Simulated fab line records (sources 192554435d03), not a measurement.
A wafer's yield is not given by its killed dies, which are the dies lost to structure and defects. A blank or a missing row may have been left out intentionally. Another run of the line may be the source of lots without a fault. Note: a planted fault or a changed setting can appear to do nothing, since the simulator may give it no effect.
Matching of chambers -- flow n5 finfet -- N5_SD_EPI_N_ETCH_16 on rie diel-04 has 4 sister chambers
The step etches SiO2 in CHF3/O2, target depth 5 nm. 8 wafers are shown with their chamber, then 12 later ones without.

== WAFERS, EACH WITH ITS CHAMBER ==
wafer,chamber,rf vpp V (V),showerhead plenum p Torr (Torr)
L083.6,0,510,2.34
L084.2,3,508,2.36
L084.5,1,546,2.49
L088.4,3,507,2.36
L088.6,2,515,2.39
L090.2,2,516,2.39
L090.3,0,509,2.34
L090.5,1,547,2.48

== WAFERS MISSING THEIR CHAMBER ==
wafer,rf vpp V (V),showerhead plenum p Torr (Torr)
L091.3,508,2.35
L091.4,509,2.34
L091.6,509,2.34
L094.1,514,2.39
L094.2,547,2.48
L094.3,509,2.33
L094.4,507,2.35
L094.5,517,2.39
L094.6,547,2.48
L096.3,507,2.35
L096.5,507,2.35
L096.6,514,2.39

== THE CHAMBER EACH PASSED THROUGH ==
wafer,from the rows above,in truth
L091.3,can't be placed: 3 or 0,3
L091.4,0,0
L091.6,0,0
L094.1,2,2
L094.2,1,1
L094.3,0,0
L094.4,can't be placed: 3 or 0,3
L094.5,2,2
L094.6,1,1
L096.3,can't be placed: 3 or 0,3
L096.5,can't be placed: 3 or 0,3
L096.6,2,2
Correct placement for 8 of the 12. Unplaceable from these rows: 4, with the true chamber sitting among the candidates in 4. Wrongly placed: 0.
How it was worked out, from the rows above alone: a wafer's distance from a chamber is the root of the sum, over the readings, of the square of ((its reading less the chamber's mean) divided by the reading's scatter). If the next closest chamber is less than 2 further off than the closest, the wafer can't be placed; otherwise it belongs to the closest. A chamber's mean is the mean of its shown wafers. The scatter: take each reading less its chamber's mean, square it, sum over the shown wafers, divide by the number of wafers less the number of chambers, and take the root.
